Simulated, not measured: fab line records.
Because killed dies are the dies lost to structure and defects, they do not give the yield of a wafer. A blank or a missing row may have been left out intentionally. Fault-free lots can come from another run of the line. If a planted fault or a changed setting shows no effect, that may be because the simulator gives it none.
fab line records || flow n5-finfet
[record] {"lots": 4, "wafers": 12, "last-day": 16}
route steps=1938 shown BEOL_M5@1185 BEOL_M6@1194 PASSIVATION@1936
lots with no fault: from the same line, run without faults
start-h: hours from the record's first day to the start of the lot's first wafer shown || wait-h: hours elapsed since this lot's preceding step || " identical to the entry in the row above || L1.1+2: a row that stands for several wafers || - value missing, or start not given || * or withheld: withheld || < > ~ a bound
route shown NAME@n: NAME is a module with steps in the file, n the number in the route of the first one || usual: mean and standard deviation over wafers with no fault || same: alike in all rows || chamber/n: place in a boat || sites: per-site readings || _std_site: the standard deviation of these || _edge_site: mean of outer sites minus mean of inner sites || radius-mm: how far each site lies from the wafer's centre || mask NAME#n: copy n || behind: the tool/chamber that last shaped the wafer || hold: reason for holding the lot/hours on hold/outcome of the hold || device: transistor that didn't switch, given as n, p or np || end of line: the tests these same wafers got at the end of their route || for a step that has no rows: nothing shown but its recipe || killed: at the first sort, the dies lost to defects and structure; wafer yield is something else || map: a wafer's dies, marking killed ones x, the rest . and places with no die _
set.NAME: the setting that was run; set.NAME@STEP: the one run at that earlier step || model.NAME: the simulator's own value behind a step, which no gauge read
lots seen at some steps along the route; tables by step, rows by wafer
services: the hour from which a tool's chamber was out of use, counted from the record's first day as start-h (under 0 if before that day), plus the number of hours and why
[[steps]]
[step N5_BEOL_M5_ANNEAL_51]
[recipe] {"temp-c": 225, "time-s": 90, "ambient": "N2"}
[step N5_BEOL_M5_CMP_52]
[recipe] {"stop-on": "SiCOH_lowk", "t-overpolish-s": 6.9, "down-force-psi": 1, "platen-rpm": 50, "clearing-platen-down-force-psi": 1.5, "clearing-platen-rpm": 50, "post-cmp-clean": "cu-alkaline", "target-thk-nm": 62, "clearing-platen-pad-velocity-m-s": 0.99484, "pad-velocity-m-s": 0.99484}
[step N5_BEOL_M5_PRE_CLEAN_77]
[recipe] {"gas": "NH3/H2", "time-s": 15, "temp-c": "*", "rf-power-w": 300}
[step N5_BEOL_M5_CO_CAP_78]
[recipe] {"material": "Co", "target-thk-a": 20, "temp-c": 200, "precursor": "CCTBA/H2", "pressure-torr": 30, "time-s": 102.1}
[step N5_BEOL_M5_PRE_CLEAN_55]
[recipe] {"gas": "NH3", "time-s": 15, "temp-c": "withheld", "rf-power-w": 300}
[step N5_BEOL_M5_DEP_56]
[recipe] {"material": "SiCN", "target-thk-a": 80, "temp-c": "withheld", "precursor": "3MS/NH3", "pressure-torr": 3, "rf-w": 202, "time-s": 14}
[step N5_BEOL_M6_ILD_DEP_00]
[recipe] {"material": "SiCOH_lowk", "target-thk-a": 1797.5, "temp-c": 300, "precursor": "DEMS/porogen", "pressure-torr": 5, "rf-w": 500, "time-s": 33.4}
[step N5_BEOL_M6_CURE_74]
[recipe] {"temp-c": 385, "time-s": 240, "ambient": "He/Ar", "material": "SiCOH_lowk"}
[step N5_BEOL_M6_PECVD_70]
[recipe] {"material": "SiO2", "target-thk-a": 200, "temp-c": 400, "precursor": "TEOS/O2", "pressure-torr": 5.5, "rf-w": 450, "teos-flow-sccm": 53.8, "gas": "O2", "flow-sccm": 3000, "time-s": 22.7}
[usual] {"heater-power-w": "698/65", "showerhead-plenum-p-Torr": "8.76/0.049", "showerhead-vpp-V": "1281/55", "throttle-valve-pct": "22.1/0.93"}
{"lot.wafer": "L913.2", "tool": "pecvd-04", "chamber": 0, "start-h": 216.37, "wait-h": 0.0, "heater-power-w": 711, "showerhead-plenum-p-Torr": 8.77, "showerhead-vpp-V": 1336, "throttle-valve-pct": 23.6}
{"lot.wafer": "L913.3", "tool": "pecvd-04", "chamber": 1, "start-h": 216.37, "wait-h": 0.0, "heater-power-w": 679, "showerhead-plenum-p-Torr": 8.68, "showerhead-vpp-V": 1376, "throttle-valve-pct": 22.7}
{"lot.wafer": "L913.6", "tool": "pecvd-04", "chamber": 1, "start-h": 216.37, "wait-h": 0.0, "heater-power-w": 689, "showerhead-plenum-p-Torr": 8.70, "showerhead-vpp-V": 1366, "throttle-valve-pct": 22.5}
{"lot.wafer": "L914.1", "tool": "pecvd-03", "chamber": 1, "start-h": 224.41, "wait-h": 0.0, "heater-power-w": 760, "showerhead-plenum-p-Torr": 8.68, "showerhead-vpp-V": 1265, "throttle-valve-pct": 22.1}
{"lot.wafer": "L914.2", "tool": "pecvd-03", "chamber": 0, "start-h": 224.41, "wait-h": 0.0, "heater-power-w": 752, "showerhead-plenum-p-Torr": 8.72, "showerhead-vpp-V": 1257, "throttle-valve-pct": 22.2}
{"lot.wafer": "L914.5", "tool": "pecvd-03", "chamber": 0, "start-h": 224.41, "wait-h": 0.0, "heater-power-w": 754, "showerhead-plenum-p-Torr": 8.75, "showerhead-vpp-V": 1236, "throttle-valve-pct": 21.9}
{"lot.wafer": "L914.1", "tool": "pecvd-03", "chamber": 1, "start-h": 224.64, "wait-h": 0.2, "heater-power-w": 774, "showerhead-plenum-p-Torr": 8.71, "showerhead-vpp-V": 1277, "throttle-valve-pct": 22.7}
{"lot.wafer": "L914.2", "tool": "pecvd-03", "chamber": 0, "start-h": 224.64, "wait-h": 0.2, "heater-power-w": 774, "showerhead-plenum-p-Torr": 8.73, "showerhead-vpp-V": 1233, "throttle-valve-pct": 21.8}
{"lot.wafer": "L914.5", "tool": "pecvd-03", "chamber": 0, "start-h": 224.64, "wait-h": 0.2, "heater-power-w": 765, "showerhead-plenum-p-Torr": 8.71, "showerhead-vpp-V": 1213, "throttle-valve-pct": 22.2}
{"lot.wafer": "L916.2", "tool": "pecvd-03", "chamber": 1, "start-h": 234.72, "wait-h": 0.0, "heater-power-w": 765, "showerhead-plenum-p-Torr": 8.69, "showerhead-vpp-V": 1253, "throttle-valve-pct": 22.5}
{"lot.wafer": "L916.4", "tool": "pecvd-03", "chamber": 2, "start-h": 234.72, "wait-h": 0.0, "heater-power-w": 695, "showerhead-plenum-p-Torr": 8.80, "showerhead-vpp-V": 1187, "throttle-valve-pct": 20.6}
{"lot.wafer": "L916.6", "tool": "pecvd-03", "chamber": 1, "start-h": 234.72, "wait-h": 0.0, "heater-power-w": 791, "showerhead-plenum-p-Torr": 8.73, "showerhead-vpp-V": 1274, "throttle-valve-pct": 22.7}
{"lot.wafer": "L916.2", "tool": "pecvd-03", "chamber": 1, "start-h": 235.02, "wait-h": 0.3, "heater-power-w": 776, "showerhead-plenum-p-Torr": 8.70, "showerhead-vpp-V": 1257, "throttle-valve-pct": 22.7}
{"lot.wafer": "L916.4", "tool": "pecvd-03", "chamber": 2, "start-h": 235.02, "wait-h": 0.3, "heater-power-w": 709, "showerhead-plenum-p-Torr": 8.79, "showerhead-vpp-V": 1179, "throttle-valve-pct": 20.6}
{"lot.wafer": "L916.6", "tool": "pecvd-03", "chamber": 1, "start-h": 235.02, "wait-h": 0.3, "heater-power-w": 766, "showerhead-plenum-p-Torr": 8.68, "showerhead-vpp-V": 1269, "throttle-valve-pct": 22.5}
{"lot.wafer": "L925.4", "tool": "pecvd-03", "chamber": 0, "start-h": 302.40, "wait-h": 0.1, "heater-power-w": 830, "showerhead-plenum-p-Torr": 8.71, "showerhead-vpp-V": 1245, "throttle-valve-pct": 21.7}
{"lot.wafer": "L925.5", "tool": "pecvd-03", "chamber": 1, "start-h": 302.40, "wait-h": 0.1, "heater-power-w": 691, "showerhead-plenum-p-Torr": 8.69, "showerhead-vpp-V": 1253, "throttle-valve-pct": 22.6}
{"lot.wafer": "L925.6", "tool": "pecvd-03", "chamber": 2, "start-h": 302.40, "wait-h": 0.1, "heater-power-w": 695, "showerhead-plenum-p-Torr": 8.80, "showerhead-vpp-V": 1194, "throttle-valve-pct": 20.9}
[step N5_BEOL_M6_HM_DEP_02]
[recipe] {"material": "TiN", "target-thk-a": 200, "temp-c": 25, "chamber-pressure-pa": 0.49996}
[step N5_BEOL_M6_COAT_59]
[recipe] {"resist": "SOC", "temp-c": 250, "time-s": 60, "spin-rpm": 1500, "resist-thk-nm": 100}
[step N5_BEOL_M6_COAT_60]
[recipe] {"resist": "SiARC", "temp-c": 220, "time-s": 60, "spin-rpm": 1500, "resist-thk-nm": 35}
[step N5_BEOL_M6_COAT_05]
[recipe] {"resist": "CAR-ArF", "spin-rpm": 1500, "resist-thk-nm": 90}
[step N5_BEOL_M6_EBR_07]
[recipe] {"solvent": "PGMEA", "ebr-width-mm": 1.5}
[step N5_BEOL_M6_SOFTBAKE_06]
[recipe] {"temp-c": 110, "time-s": 60, "resist": "CAR-ArF"}
[step N5_BEOL_M6_EXPOSE_08]
[recipe] {"mask-id": "M6", "na": 1.35, "source-shape": "dipole", "sigma-inner": 0.817, "sigma-outer": 0.97, "polarization": "te", "dose-mj": 68.25}
[step N5_BEOL_M6_PEB_09]
[recipe] {"peb-temp-c": "withheld", "peb-time-s": 60, "resist": "CAR-ArF"}
[step N5_BEOL_M6_DEVELOP_10]
[recipe] {"develop-time-s": 30, "developer": "TMAH", "resist": "CAR-ArF", "rinse-liquid": "diw", "dry": "air-spin", "dev-temp-c": 23}
[step N5_BEOL_M6_DESCUM_16]
[recipe] {"chemistry": "O2", "time-s": 7.9, "source-power-w": 50, "bias-power-w": 20, "pressure-mtorr": 20, "rf-frequency-hz": 2.712e+07, "temp-c": 40, "resist": "CAR-ArF", "o2-flow-sccm": 225}
[step N5_BEOL_M6_ETCH_61]
[recipe] {"chemistry": "CF4", "target": "SiARC", "target-depth-a": 455, "mask-material": "CAR-ArF", "time-s": 75.8, "ion-energy-ev": 80, "pressure-mtorr": 40, "source-w": 545, "bias-w": 36, "Ar_flow_sccm": 100, "cf4-flow-sccm": 100, "ends": "cleared"}
[step N5_BEOL_M6_ETCH_62]
[recipe] {"chemistry": "N2/H2", "target": "SOC", "target-depth-a": 1100, "overetch-a": 220, "mask-material": "SiARC", "temp-c": 40, "time-s": 165, "ion-energy-ev": 200, "pressure-mtorr": 30, "source-w": 840, "bias-w": 150, "n2-flow-sccm": 200, "h2-flow-sccm": 200}
[step N5_BEOL_M6_STRIP_68]
[recipe] {"chemistry": "N2/H2", "temp-c": 40, "n2-flow-sccm": 200, "h2-flow-sccm": 200, "rf-frequency-hz": 6e+07}
[step N5_BEOL_M6_STRIP_67]
[recipe] {"chemistry": "CF4", "resist": "SiARC", "power-w": 300, "bias-power-w": 75, "pressure-mtorr": 50, "cf4-flow-sccm": 150, "rf-frequency-hz": 6e+07}
[step N5_BEOL_M6_HM_OPEN_17]
[recipe] {"chemistry": "Cl2/BCl3", "target-depth-a": 200, "overetch-a": 60, "target": "TiN", "mask-material": "SOC", "ion-energy-ev": 150, "pressure-mtorr": 10, "icp-w": 1000, "bias-w": 126, "Cl2_flow_sccm": 53.25, "bcl3-flow-sccm": 21.75, "Ar_flow_sccm": 25}
[step N5_BEOL_M6_STRIP_19]
[recipe] {"chemistry": "O2", "power-w": 400, "temp-c": 40, "pressure-mtorr": 30, "rf-frequency-hz": 6e+07, "bias-power-w": 0, "overash-fraction": 0.2, "o2-flow-sccm": 225}
[step N5_BEOL_M6_COAT_63]
[recipe] {"resist": "SOC", "temp-c": 250, "time-s": 60, "spin-rpm": 1500, "resist-thk-nm": 60}
[step N5_BEOL_M6_COAT_64]
[recipe] {"resist": "SiARC", "temp-c": 220, "time-s": 60, "spin-rpm": 1500, "resist-thk-nm": 12}
[step N5_BEOL_M6_COAT_71]
[recipe] {"resist": "underlayer", "temp-c": 205, "time-s": 60, "spin-rpm": 1500, "resist-thk-nm": 5}
[step N5_BEOL_M6_COAT_22]
[recipe] {"resist": "CAR-EUV", "spin-rpm": 1500, "resist-thk-nm": 30}
[step N5_BEOL_M6_EBR_24]
[recipe] {"solvent": "PGMEA", "ebr-width-mm": 1.5}
[step N5_BEOL_M6_SOFTBAKE_23]
[recipe] {"temp-c": 110, "time-s": 60, "resist": "CAR-EUV"}
[step N5_BEOL_M6_EXPOSE_25]
[recipe] {"mask-id": "V5", "na": 0.33, "source-shape": "annular", "sigma-inner": 0.4, "sigma-outer": 0.8, "polarization": "unpolarized", "target-cd-nm": 40, "dose-mj": 45}
[step N5_BEOL_M6_PEB_26]
[recipe] {"peb-temp-c": 100, "peb-time-s": 60, "resist": "CAR-EUV"}
[step N5_BEOL_M6_DEVELOP_27]
[recipe] {"develop-time-s": 30, "developer": "TMAH", "resist": "CAR-EUV", "rinse-liquid": "surfactant-rinse", "dry": "air-spin", "dev-temp-c": 23}
[step N5_BEOL_M6_HM_STRIP_39]
[recipe] {"chemistry": "peroxide-tin-strip", "material": "TiN", "target-depth-a": 250, "temp-c": 50, "time-s": 158}
{"lot.wafer": "L913.2", "tool": "wet-bench-01", "chamber": 1, "start-h": 222.41, "wait-h": 0.0, "model.SiO2_of_BEOL_M6_PECVD_70.thk-nm": 19.8}
{"lot.wafer": "L913.3+6", "tool": "wet-bench-01", "chamber": "4,0", "start-h": 222.41, "wait-h": 0.0, "model.SiO2_of_BEOL_M6_PECVD_70.thk-nm": 19.6}
{"lot.wafer": "L914.1", "tool": "wet-bench-04", "chamber": 1, "start-h": 231.88, "wait-h": 0.0, "model.SiO2_of_BEOL_M6_PECVD_70.thk-nm": 40}
{"lot.wafer": "L914.2", "tool": "wet-bench-04", "chamber": 5, "start-h": 231.88, "wait-h": 0.0, "model.SiO2_of_BEOL_M6_PECVD_70.thk-nm": 39.6}
{"lot.wafer": "L914.5", "tool": "wet-bench-04", "chamber": 4, "start-h": 231.88, "wait-h": 0.0, "model.SiO2_of_BEOL_M6_PECVD_70.thk-nm": 39.8}
{"lot.wafer": "L916.2", "tool": "wet-bench-04", "chamber": 2, "start-h": 241.58, "wait-h": 0.0, "model.SiO2_of_BEOL_M6_PECVD_70.thk-nm": 40.2}
{"lot.wafer": "L916.4", "tool": "wet-bench-04", "chamber": 1, "start-h": 241.58, "wait-h": 0.0, "model.SiO2_of_BEOL_M6_PECVD_70.thk-nm": 39.8}
{"lot.wafer": "L916.6", "tool": "wet-bench-04", "chamber": 7, "start-h": 241.58, "wait-h": 0.0, "model.SiO2_of_BEOL_M6_PECVD_70.thk-nm": 40.8}
{"lot.wafer": "L925.4+5", "tool": "wet-bench-04", "chamber": "4,1", "start-h": 306.04, "wait-h": 0.0, "model.SiO2_of_BEOL_M6_PECVD_70.thk-nm": 19.8}
{"lot.wafer": "L925.6", "tool": "wet-bench-04", "chamber": 2, "start-h": 306.04, "wait-h": 0.0, "model.SiO2_of_BEOL_M6_PECVD_70.thk-nm": 19.6}
[step N5_BEOL_M6_CMP_52]
[recipe] {"stop-on": "SiCOH_lowk", "t-overpolish-s": 6.9, "down-force-psi": 1, "platen-rpm": 50, "clearing-platen-down-force-psi": 1.5, "clearing-platen-rpm": 50, "post-cmp-clean": "cu-alkaline", "target-thk-nm": 80, "clearing-platen-pad-velocity-m-s": 0.99484, "pad-velocity-m-s": 0.99484}
[usual] {"barrier-field-endpoint-s": "29.2/0.82", "motor-current-A": "6.0/0.48", "overpolish-run-s": "6.899/0.0085", "slurry-filter-dp-kPa": "13.51/0.15", "time-to-endpoint-s": "64/3.5"}
{"lot.wafer": "L913.3", "tool": "cmp-04", "chamber": 1, "start-h": 224.97, "wait-h": 0.2, "barrier-field-endpoint-s": 29.2, "motor-current-A": 6.0, "overpolish-run-s": 6.907, "slurry-filter-dp-kPa": 13.56, "time-to-endpoint-s": 65}
{"lot.wafer": "L913.2", "tool": "cmp-04", "chamber": 2, "start-h": 224.97, "wait-h": 0.2, "barrier-field-endpoint-s": 29.5, "motor-current-A": 6.4, "overpolish-run-s": 6.898, "slurry-filter-dp-kPa": 13.75, "time-to-endpoint-s": 66}
{"lot.wafer": "L913.6", "tool": "cmp-04", "chamber": 0, "start-h": 224.97, "wait-h": 0.2, "barrier-field-endpoint-s": 29.0, "motor-current-A": 5.7, "overpolish-run-s": 6.905, "slurry-filter-dp-kPa": 13.41, "time-to-endpoint-s": 63}
{"lot.wafer": "L914.2", "tool": "cmp-04", "chamber": 3, "start-h": 234.85, "wait-h": 0.2, "barrier-field-endpoint-s": 46.9, "motor-current-A": 6.4, "overpolish-run-s": 0.039, "slurry-filter-dp-kPa": 13.41, "time-to-endpoint-s": 62}
{"lot.wafer": "L914.1", "tool": "cmp-04", "chamber": 0, "start-h": 234.85, "wait-h": 0.2, "barrier-field-endpoint-s": 46.8, "motor-current-A": 5.6, "overpolish-run-s": 0.042, "slurry-filter-dp-kPa": 13.23, "time-to-endpoint-s": 68}
{"lot.wafer": "L914.5", "tool": "cmp-04", "chamber": 3, "start-h": 234.85, "wait-h": 0.2, "barrier-field-endpoint-s": 46.8, "motor-current-A": 6.3, "overpolish-run-s": 0.038, "slurry-filter-dp-kPa": 13.48, "time-to-endpoint-s": 63}
{"lot.wafer": "L916.2", "tool": "cmp-03", "chamber": 0, "start-h": 244.40, "wait-h": 0.2, "barrier-field-endpoint-s": 46.8, "motor-current-A": 6.4, "overpolish-run-s": 0.037, "slurry-filter-dp-kPa": 13.61, "time-to-endpoint-s": 66}
{"lot.wafer": "L916.4", "tool": "cmp-03", "chamber": 2, "start-h": 244.40, "wait-h": 0.2, "barrier-field-endpoint-s": 46.8, "motor-current-A": 7.1, "overpolish-run-s": 0.040, "slurry-filter-dp-kPa": 13.42, "time-to-endpoint-s": 60}
{"lot.wafer": "L916.6", "tool": "cmp-03", "chamber": 0, "start-h": 244.40, "wait-h": 0.2, "barrier-field-endpoint-s": 46.9, "motor-current-A": 6.0, "overpolish-run-s": 0.041, "slurry-filter-dp-kPa": 13.37, "time-to-endpoint-s": 66}
{"lot.wafer": "L925.4", "tool": "cmp-04", "chamber": 1, "start-h": 309.15, "wait-h": 0.2, "barrier-field-endpoint-s": 29.9, "motor-current-A": 5.8, "overpolish-run-s": 6.892, "slurry-filter-dp-kPa": 13.43, "time-to-endpoint-s": 69}
{"lot.wafer": "L925.6", "tool": "cmp-04", "chamber": 3, "start-h": 309.15, "wait-h": 0.2, "barrier-field-endpoint-s": 29.6, "motor-current-A": 6.4, "overpolish-run-s": 6.895, "slurry-filter-dp-kPa": 13.54, "time-to-endpoint-s": 68}
{"lot.wafer": "L925.5", "tool": "cmp-04", "chamber": 0, "start-h": 309.15, "wait-h": 0.2, "barrier-field-endpoint-s": 30.9, "motor-current-A": 5.3, "overpolish-run-s": 6.900, "slurry-filter-dp-kPa": 13.45, "time-to-endpoint-s": 70}
[step N5_PASSIVATION_PROBE_49]
[usual] {"defect-limited-yield": "91.3/1.7", "killed_at_M0_to_M3": "33/11", "killed_at_M4_up": "14/5.5", "killed-at-contacts": "13/6.5", "killed-at-front-end": "39/13", "killed-at-other": "3.4/2.9", "killed-dies": "103/20", "killed-open": "69/15", "killed-short": "32/8.1", "sort_bin_5_function": "5.1/1.1", "sort_bin_6_memory": "3.3/0.74", "sort_bin_8_speed": "0.00/0.014", "sort-n-pass": "1077/20", "sort-yield-pct": "91.3/1.7"}
[same] {"gross-dies": 1180, "killed-at-back-side": 0, "sort_bin_4_leakage[%]": 0}
{"lot.wafer": "L913.2", "tool": "prober-02", "chamber": "-", "start-h": 314.58, "wait-h": 0.1, "defect-limited-yield[%]": 92.8, "killed_at_M0_to_M3": 37, "killed_at_M4_up": 12, "killed-at-contacts": 6, "killed-at-front-end": 29, "killed-at-other": 1, "killed-dies": 85, "killed-open": 51, "killed-short": 33, "sort_bin_5_function[%]": 4.7, "sort_bin_6_memory[%]": 2.5, "sort_bin_8_speed[%]": 0, "sort-n-pass": 1095, "sort-yield-pct[%]": 92.8}
{"lot.wafer": "L913.3", "tool": "prober-02", "chamber": "-", "start-h": 314.63, "wait-h": 0.1, "defect-limited-yield[%]": 93.6, "killed_at_M0_to_M3": 19, "killed_at_M4_up": 24, "killed-at-contacts": 4, "killed-at-front-end": 27, "killed-at-other": 1, "killed-dies": 75, "killed-open": 49, "killed-short": 25, "sort_bin_5_function[%]": 4.2, "sort_bin_6_memory[%]": 2.0, "sort_bin_8_speed[%]": 0, "sort-n-pass": 1105, "sort-yield-pct[%]": 93.6}
{"lot.wafer": "L913.6", "tool": "prober-02", "chamber": "-", "start-h": 314.78, "wait-h": 0.3, "defect-limited-yield[%]": 94.2, "killed_at_M0_to_M3": 25, "killed_at_M4_up": 6, "killed-at-contacts": 7, "killed-at-front-end": 29, "killed-at-other": 1, "killed-dies": 68, "killed-open": 43, "killed-short": 23, "sort_bin_5_function[%]": 2.5, "sort_bin_6_memory[%]": 3.0, "sort_bin_8_speed[%]": 0, "sort-n-pass": 1112, "sort-yield-pct[%]": 94.2}
// killed by level:class
L913.2 BEOL_M1:geometric-particle:open=7 BEOL_M1:geometric-particle:short=6 BEOL_M2:geometric-particle:open=6 FIN_SAQP:geometric-particle:open=5 STI_FIN_REVEAL:geometric-particle:open=5 BEOL_M3:geometric-particle:short=5 BEOL_M2:geometric-particle:short=4 BEOL_M3:geometric-particle:open=4
L913.3 BEOL_M4:geometric-particle:open=8 FIN_SAQP:geometric-particle:open=5 MOL_CONTACT_COAG:geometric-particle:open=4 GATE_CUT:geometric-particle:open=4 GATE_CUT:geometric-particle:short=4 BEOL_M3:geometric-particle:open=4 BEOL_M1:geometric-particle:short=4 STARTING-WAFER:geometric-particle:short=4
L913.6 GATE_CUT:geometric-particle:short=9 MOL_CONTACT_COAG:geometric-particle:open=6 BEOL_M3:geometric-particle:open=6 DUMMY_GATE:geometric-particle:open=5 STI_FIN_REVEAL:geometric-particle:open=4 BEOL_M0_SAQP:geometric-particle:short=4 BEOL_M1:geometric-particle:open=4 BEOL_M2:geometric-particle:open=4
[[services]]
{"tool": "pecvd-04", "chamber": 2, "start-h": 202.38, "hours": "-", "kind": "clean"}
{"tool": "pecvd-04", "chamber": 2, "start-h": 202.38, "hours": "-", "kind": "consumable-replace:showerhead"}
{"tool": "pecvd-04", "chamber": 2, "start-h": 202.38, "hours": 29.0, "kind": "scheduled-down"}
{"tool": "pecvd-04", "chamber": 2, "start-h": 202.38, "hours": 29.0, "kind": "vent-cycle"}
{"tool": "cmp-03", "chamber": "-", "start-h": 218.16, "hours": 5.0, "kind": "pm"}
{"tool": "cmp-03", "chamber": "-", "start-h": 229.65, "hours": 4.0, "kind": "pm"}
{"tool": "pecvd-04", "chamber": 2, "start-h": 233.59, "hours": 5.8, "kind": "repair"}
{"tool": "cmp-03", "chamber": "-", "start-h": 233.65, "hours": "-", "kind": "consumable-replace:conditioner"}
{"tool": "cmp-03", "chamber": "-", "start-h": 233.65, "hours": "-", "kind": "consumable-replace:pad"}
{"tool": "cmp-04", "chamber": "-", "start-h": 251.10, "hours": 1.2, "kind": "repair"}
{"tool": "cmp-04", "chamber": "-", "start-h": 254.99, "hours": 2.5, "kind": "repair"}
{"tool": "pecvd-04", "chamber": "-", "start-h": 265.39, "hours": 0.2, "kind": "repair"}
{"tool": "pecvd-04", "chamber": "-", "start-h": 284.97, "hours": 2.8, "kind": "pm"}
{"tool": "pecvd-03", "chamber": 0, "start-h": 296.46, "hours": 5.5, "kind": "scheduled-down"}
[[key]]
[first-sign] {"step": "N5_BEOL_M6_PECVD_70", "reading": "visit", "direction": "added"}
[effect] {"step": "N5_BEOL_M6_CMP_52", "reading": "overpolish-run-s", "direction": "down", "sigmas": "99+", "usual": 6.899, "struck": 0.040}
[model-effect] {"step": "N5_BEOL_M6_HM_STRIP_39", "value": "SiO2_of_BEOL_M6_PECVD_70.thk-nm", "without": 20.1, "struck": 40.03}
met-at N5_BEOL_M6_PECVD_70
struck-wafers L914.1,L914.2,L914.5,L916.2,L916.4,L916.6
[fault] {"kind": "repeated-step-whole", "tool": "pecvd-01,pecvd-03,pecvd-04", "chamber": "-", "onset-h": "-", "steps": "N5_BEOL_M6_PECVD_70", "times": 1, "scope": "struck-lots-only"}
